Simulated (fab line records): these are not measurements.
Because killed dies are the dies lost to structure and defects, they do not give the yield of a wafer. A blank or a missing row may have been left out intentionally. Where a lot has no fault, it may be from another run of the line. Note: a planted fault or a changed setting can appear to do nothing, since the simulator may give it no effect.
fab line records	flow n5-finfet
record lots=10	wafers=30	last-day=18
route steps=1938 shown WELL_APT@43 PMOS_HMC_CHANNEL_EPI@68 BEOL_M4@1111
lots with no fault: from the same line, run without faults
start-h: hours from the record's first day to the start of the lot's first wafer shown	wait-h: time in hours since the lot's previous step	" as in the row above	L1.1+2: a row that stands for several wafers	- no value, or no start given	* or withheld: withheld	< > ~ a bound
route shown NAME@n: NAME is a module with steps in the file, n the number in the route of the first one	usual: mean/standard deviation taken from wafers without a fault	same: alike in all rows	chamber/n: place in a boat	sites: the reading at each site	_std_site: the standard deviation of these	_edge_site: mean of outer sites minus mean of inner sites	radius-mm: how far each site lies from the wafer's centre	mask NAME#n: copy n	behind: tool/chamber where the wafer was last shaped	hold: why the lot was held/for how many hours/how that ended	device: the n, p or np transistor that did not switch	end of line: tests run on the same wafers once the route is complete	step lacking rows: just its recipe	killed: dies lost to structure and defects at the first sort, not the wafer's yield	map: per-die view of a wafer (x killed, . not killed, _ where there is no die)
set.NAME: the run value of the setting; set.NAME@STEP: its run value at that earlier step	model.NAME: the simulator's own value behind a step, which no gauge read
steps of the route over a sample of lots; a table a step, a row a wafer
services: from which hour (start-h, from the record's first day; less than 0 if before it) a tool's chamber was out of use, for how many hours, and why
## steps
# step N5_WELL_APT_CD_MEAS_25
# recipe target-cd-nm=200	landing-energy-ev=500	detector=se-inlens
# usual cd-nm=201.0/1.8
lot.wafer	tool	chamber	start-h	wait-h	cd-nm
L379.1	cd-sem-01	0	27.14	-	202.6
L379.4	"	0	"	"	201.2
L379.6	"	0	"	"	203.0
L383.1	cd-sem-02	0	51.07	-	203.1
L383.3	"	0	"	"	203.1
L383.4	"	0	"	"	202.1
L384.1	cd-sem-03	0	57.00	-	201.8
L384.3	"	0	"	"	199.2
L384.5	"	0	"	"	197.6
L387.3	cd-sem-03	0	75.95	-	202.8
L387.4	"	0	"	"	200.5
L387.5	"	0	"	"	197.9
L388.1	cd-sem-01	0	81.40	-	200.9
L388.4	"	0	"	"	201.1
L388.5	"	0	"	"	200.3
L392.1	cd-sem-03	0	105.47	-	203.0
L392.2	"	0	"	"	201.5
L392.4	"	0	"	"	203.1
L394.1	cd-sem-02	0	116.95	-	203.4
L394.3	"	0	"	"	201.4
L394.4	"	0	"	"	205.1
L395.2	cd-sem-02	0	122.79	-	200.3
L395.4	"	0	"	"	199.1
L395.6	"	0	"	"	200.8
L398.1	cd-sem-02	0	140.94	-	196.4
L398.3	"	0	"	"	198.9
L398.4	"	0	"	"	197.6
L400.1	cd-sem-02	0	153.00	-	202.2
L400.2	"	0	"	"	205.7
L400.6	"	0	"	"	200.7
# step N5_WELL_APT_INSPECT_27
# recipe mode=adi	inspect-instrument=macro
# usual raw-defect-count=2.0/1.4
lot.wafer	tool	chamber	start-h	wait-h	raw-defect-count
L379.1	defect-inspect-02	-	27.19	0.0	0
L379.4	"	-	"	"	3
L379.6	"	-	"	"	4
L383.1	defect-inspect-02	-	51.12	0.0	5
L383.3	"	-	"	"	1
L383.4	"	-	"	"	1
L384.1	defect-inspect-01	-	57.06	0.0	0
L384.3	"	-	"	"	0
L384.5	"	-	"	"	3
L387.3	defect-inspect-02	-	76.00	0.0	2
L387.4	"	-	"	"	2
L387.5	"	-	"	"	1
L388.1	defect-inspect-01	-	81.45	0.0	2
L388.4	"	-	"	"	2
L388.5	"	-	"	"	1
L392.1	defect-inspect-02	-	105.52	0.0	0
L392.2	"	-	"	"	4
L392.4	"	-	"	"	2
L394.1	defect-inspect-01	-	117.00	0.0	0
L394.3	"	-	"	"	3
L394.4	"	-	"	"	0
L395.2	defect-inspect-01	-	122.84	0.0	0
L395.4	"	-	"	"	2
L395.6	"	-	"	"	1
L398.1	defect-inspect-01	-	141.00	0.0	1
L398.3	"	-	"	"	3
L398.4	"	-	"	"	3
L400.1	defect-inspect-01	-	153.06	0.0	4
L400.2	"	-	"	"	1
L400.6	"	-	"	"	1
# step N5_WELL_APT_IMPLANT_31
# recipe species=B	energy-kev=60	dose-cm2=1.5e+13	tilt-deg=0	rotation-deg=0
# usual dose-ions-cm2=1.5001e+13/1.8e+10	faraday-current-uA=190/3.8
lot.wafer	tool	chamber	start-h	wait-h	dose-ions-cm2	faraday-current-uA
L379.1	implanter-02	0	27.32	0.1	1.4995e+13	187
L379.4	"	0	"	"	1.498e+13	194
L379.6	"	0	"	"	1.5005e+13	192
L383.1	implanter-02	0	51.25	0.1	1.498e+13	198
L383.3	"	0	"	"	1.501e+13	191
L383.4	"	0	"	"	1.5023e+13	188
L384.1	implanter-01	0	57.19	0.1	1.5004e+13	183
L384.3	"	0	"	"	1.5024e+13	190
L384.5	"	0	"	"	1.4993e+13	187
L387.3	implanter-02	0	76.29	0.1	1.5023e+13	186
L387.4	"	0	"	"	1.4987e+13	188
L387.5	"	0	"	"	1.496e+13	192
L388.1	implanter-01	0	81.59	0.1	1.4987e+13	195
L388.4	"	0	"	"	1.5007e+13	185
L388.5	"	0	"	"	1.4994e+13	186
L392.1	implanter-01	0	105.84	0.1	1.4987e+13	187
L392.2	"	0	"	"	1.5011e+13	188
L392.4	"	0	"	"	1.5011e+13	192
L394.1	implanter-02	0	117.24	0.1	1.3559e+13	172
L394.3	"	0	"	"	1.3555e+13	173
L394.4	"	0	"	"	1.3574e+13	163
L395.2	implanter-02	0	123.01	0.1	1.362e+13	172
L395.4	"	0	"	"	1.3561e+13	170
L395.6	"	0	"	"	1.3601e+13	175
L398.1	implanter-01	0	141.13	0.1	1.5022e+13	193
L398.3	"	0	"	"	1.5001e+13	192
L398.4	"	0	"	"	1.503e+13	188
L400.1	implanter-01	0	153.19	0.1	1.5004e+13	195
L400.2	"	0	"	"	1.5011e+13	194
L400.6	"	0	"	"	1.501e+13	192
# step N5_PMOS_HMC_CHANNEL_EPI_DESCUM_14
# recipe chemistry=O2	time-s=7.9	source-power-w=50	bias-power-w=20	pressure-mtorr=20	rf-frequency-hz=2.712e+07	temp-c=40	resist=CAR-ArF-block	o2-flow-sccm=225
# usual bias-power-w=20.00/0.061	drypump-motor-current-A=5.8/0.54	o2-flow-sccm=225.0/0.61	oes-product-au=0.75/0.077	rf-fwd-power-W=49.30/0.27	rf-vpp-V=243.2/1.4	showerhead-plenum-p-Torr=2.09/0.065	throttle-valve-pct=20.46/0.19
lot.wafer	tool	chamber	start-h	wait-h	bias-power-w	drypump-motor-current-A	o2-flow-sccm	oes-product-au	rf-fwd-power-W	rf-hours-counter-h	rf-vpp-V	showerhead-plenum-p-Torr	throttle-valve-pct
L379.1	rie-diel-02	1	29.49	0.0	19.97	6.2	224.1	0.72	49.83	211	242.2	2.06	20.56
L379.4	"	2	"	"	19.97	6.8	226.0	0.91	48.85	-	243.8	2.13	20.56
L379.6	"	1	"	"	20.04	6.2	224.5	0.72	49.94	-	243.2	2.06	20.58
L383.1	rie-diel-02	2	53.34	0.0	19.96	6.7	224.7	0.89	49.21	31	243.4	2.12	20.59
L383.3	"	3	"	"	20.01	6.4	225.4	0.80	49.27	112	242.9	2.10	20.40
L383.4	"	0	"	"	20.01	5.0	225.3	0.71	49.62	212	241.3	1.97	20.42
L384.1	rie-diel-04	3	59.52	0.0	19.85	5.5	225.0	0.71	49.25	225	240.5	2.00	20.44
L384.3	"	2	"	"	20.09	5.7	224.3	0.72	48.86	198	244.2	2.17	20.41
L384.5	"	1	"	"	19.94	5.4	224.6	0.70	49.31	-	244.4	2.15	20.17
L387.3	rie-diel-02	3	79.33	0.8	20.12	6.5	225.1	0.81	49.24	120	242.9	2.10	20.40
L387.4	"	2	"	"	19.97	6.7	224.1	0.88	49.40	38	243.2	2.12	20.59
L387.5	"	2	"	"	20.00	6.7	225.3	0.89	49.41	-	244.3	2.12	20.63
L388.1	rie-diel-02	0	83.73	0.0	20.10	5.1	224.7	0.71	49.62	222	242.6	1.97	20.44
L388.4	"	2	"	"	19.91	6.7	224.6	0.88	49.28	40	245.3	2.12	20.60
L388.5	"	2	"	"	20.09	6.8	225.2	0.88	49.14	-	244.3	2.12	20.60
L392.1	rie-diel-02	0	108.11	0.0	20.08	5.0	225.5	0.70	49.69	229	241.9	1.97	20.43
L392.2	"	1	"	"	19.97	6.2	225.5	0.71	49.92	234	244.4	2.05	20.60
L392.4	"	2	"	"	20.00	6.8	224.9	0.88	49.36	46	244.2	2.12	20.61
L394.1	rie-diel-05	1	119.80	0.0	20.01	5.6	225.3	0.79	49.15	120	241.7	2.03	20.28
L394.3	"	0	"	"	19.96	5.4	225.2	0.72	48.88	193	244.2	2.16	20.30
L394.4	"	3	"	"	20.01	6.4	225.7	0.82	48.83	77	242.4	2.03	20.29
L395.2	rie-diel-05	2	125.13	0.0	19.98	6.5	225.4	0.94	49.39	17	243.9	2.07	20.41
L395.4	"	1	"	"	19.99	5.6	224.6	0.80	49.47	121	241.9	2.03	20.31
L395.6	"	2	"	"	19.94	6.5	225.2	0.93	49.57	-	243.5	2.07	20.40
L398.1	rie-diel-04	2	143.19	0.0	19.98	5.7	225.4	0.69	48.95	226	244.6	2.16	20.44
L398.3	"	2	"	"	19.97	5.7	225.8	0.70	49.16	-	244.2	2.16	20.45
L398.4	"	0	"	"	20.03	5.4	225.3	0.66	49.23	-	243.8	2.14	20.82
L400.1	rie-diel-02	3	155.40	0.0	19.98	6.4	226.4	0.78	49.29	142	244.0	2.09	20.45
L400.2	"	2	"	"	20.05	6.7	225.3	0.84	49.33	60	243.7	2.11	20.63
L400.6	"	1	"	"	20.11	6.2	225.0	0.70	49.80	-	242.1	2.05	20.64
# step N5_BEOL_M4_RC_MEAS_101
# usual DIBL_N=36.0/1.7	DIBL_P=36.0/2	IOFF_N=0.156/0.028	IOFF_P=0.21/0.04	ION_N=673/12	ION_P=463/8.3	RS_PWELL=3008/23	SS_N=71.4/0.6	SS_P=73.3/0.66	VT_N=250/3	VT_P=-250/3.8
lot.wafer	tool	chamber	start-h	wait-h	DIBL_N[mV/V]	DIBL_P[mV/V]	IOFF_N[nA/um]	IOFF_P[nA/um]	ION_N[uA/um]	ION_P[uA/um]	RS_PWELL[ohm/sq]	SS_N[mV/dec]	SS_P[mV/dec]	VT_N[mV]	VT_P[mV]
L379.1	prober-02	0	169.30	0.0	35.8	35.5	0.155	0.16	674	460	2997	72.5	73.2	250	-257
L379.4	"	0	"	"	38.5	39.1	0.207	0.22	680	454	3020	72.3	74.7	248	-251
L379.6	"	0	"	"	35.0	35.3	0.146	0.17	668	454	2997	70.5	73.0	248	-256
L383.1	prober-02	0	203.34	0.0	39.3	39.6	0.205	0.27	676	471	2990	72.0	75.0	248	-247
L383.3	"	0	"	"	36.9	36.2	0.154	0.21	662	456	3018	71.2	74.1	254	-253
L383.4	"	0	"	"	38.1	36.6	0.160	0.21	662	455	2995	71.5	74.0	254	-254
L384.1	prober-01	0	209.48	0.1	36.7	35.6	0.160	0.20	682	462	3039	72.3	72.7	249	-252
L384.3	"	0	"	"	38.2	37.2	0.192	0.23	669	458	3032	71.8	73.3	245	-249
L384.5	"	0	"	"	37.4	36.1	0.167	0.21	680	463	3026	71.4	73.8	247	-249
L387.3	prober-02	0	227.16	0.3	32.3	32.4	0.112	0.19	658	462	2999	70.2	72.7	254	-249
L387.4	"	0	"	"	34.6	35.4	0.156	0.23	682	467	3012	71.0	73.5	250	-247
L387.5	"	0	"	"	34.7	35.3	0.142	0.22	660	459	2998	71.6	73.2	252	-247
L388.1	prober-01	0	236.13	0.0	39.2	38.8	0.220	0.28	699	477	3006	72.1	74.7	243	-247
L388.4	"	0	"	"	32.8	30.8	0.107	0.16	658	465	2954	70.5	72.3	254	-252
L388.5	"	0	"	"	35.6	34.7	0.146	0.21	670	463	2985	71.4	73.2	252	-252
L392.1	prober-02	0	254.02	0.0	38.0	39.2	0.202	0.22	691	464	2999	72.0	74.4	245	-251
L392.2	"	0	"	"	36.2	36.7	0.174	0.19	681	458	2983	71.3	73.9	248	-252
L392.4	"	0	"	"	33.9	34.5	0.133	0.16	667	457	3010	70.4	73.4	251	-256
L394.1	prober-02	0	274.15	0.0	38.8	38.5	0.179	0.24	675	463	3222	71.9	73.6	249	-250
L394.3	"	0	"	"	37.1	36.2	0.156	0.22	687	470	3196	71.3	72.2	248	-248
L394.4	"	0	"	"	37.9	36.2	0.163	0.22	672	460	3218	71.2	72.9	251	-249
L395.2	prober-01	0	275.87	0.2	34.1	35.3	0.130	0.16	660	447	3197	71.4	72.9	252	-257
L395.4	"	0	"	"	33.2	33.7	0.116	0.15	672	451	3197	71.2	72.9	251	-256
L395.6	"	0	"	"	32.0	32.7	0.098	0.13	652	450	3177	70.7	72.6	257	-257
L398.1	prober-02	0	296.62	0.0	34.3	34.3	0.137	0.20	671	463	3014	71.6	73.4	252	-247
L398.3	"	0	"	"	34.2	33.8	0.136	0.19	672	468	3005	70.3	72.6	250	-249
L398.4	"	0	"	"	34.4	34.6	0.143	0.21	675	472	3030	70.9	73.2	249	-245
L400.1	prober-02	0	312.58	0.0	36.8	37.8	0.184	0.23	694	471	2981	71.0	73.2	246	-249
L400.2	"	0	"	"	36.1	37.0	0.167	0.21	684	464	3007	71.1	72.9	248	-251
L400.6	"	0	"	"	36.3	36.7	0.166	0.21	680	459	3004	71.8	73.4	247	-253
## services
tool	chamber	start-h	hours	kind
rie-diel-04	2	11.39	43.8	repair
rie-diel-02	0	16.27	1.6	repair
rie-diel-02	3	27.34	12.5	repair
implanter-01	-	46.56	2.9	repair
rie-diel-05	2	46.82	-	clean
rie-diel-05	2	46.82	-	consumable-replace:focus-ring
rie-diel-05	2	46.82	21.5	scheduled-down
rie-diel-05	2	46.82	21.5	vent-cycle
rie-diel-05	1	55.66	1.7	repair
rie-diel-05	-	77.98	2.8	pm
rie-diel-02	2	84.27	3.8	repair
implanter-01	-	121.42	4.0	repair
rie-diel-04	3	136.00	-	clean
rie-diel-04	3	136.00	-	consumable-replace:focus-ring
rie-diel-04	3	136.00	-	consumable-replace:showerhead
rie-diel-04	3	136.00	14.5	scheduled-down
rie-diel-04	3	136.00	14.5	vent-cycle
rie-diel-04	1	142.41	4.1	repair
rie-diel-05	0	149.93	9.9	repair
## key
first-sign step=N5_WELL_APT_IMPLANT_31	reading=dose-ions-cm2	direction=down	sigmas=77	usual=1.5001e+13	struck=1.3578e+13
effect step=N5_WELL_APT_IMPLANT_31	reading=faraday-current-uA	direction=down	sigmas=5	usual=190	struck=171
effect step=N5_BEOL_M4_RC_MEAS_101	reading=RS_PWELL	direction=up	sigmas=8.2	usual=3008	struck=3201
met-at N5_WELL_APT_IMPLANT_31
struck-lots L394,L395
not-acting-at N5_WELL_APT_CD_MEAS_25,N5_WELL_APT_INSPECT_27,N5_PMOS_HMC_CHANNEL_EPI_DESCUM_14
onset-between 76.29 117.24
fault kind=process-parameter-drift	tool=implanter-02	chamber=-	onset-h=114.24	steps=N5_WELL_APT_IMPLANT_31	channel=dose-cm2	offset=-1.4152e+12	shape=step	end-h=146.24	acts-in=these-recipes-only	stated=1.5e+13
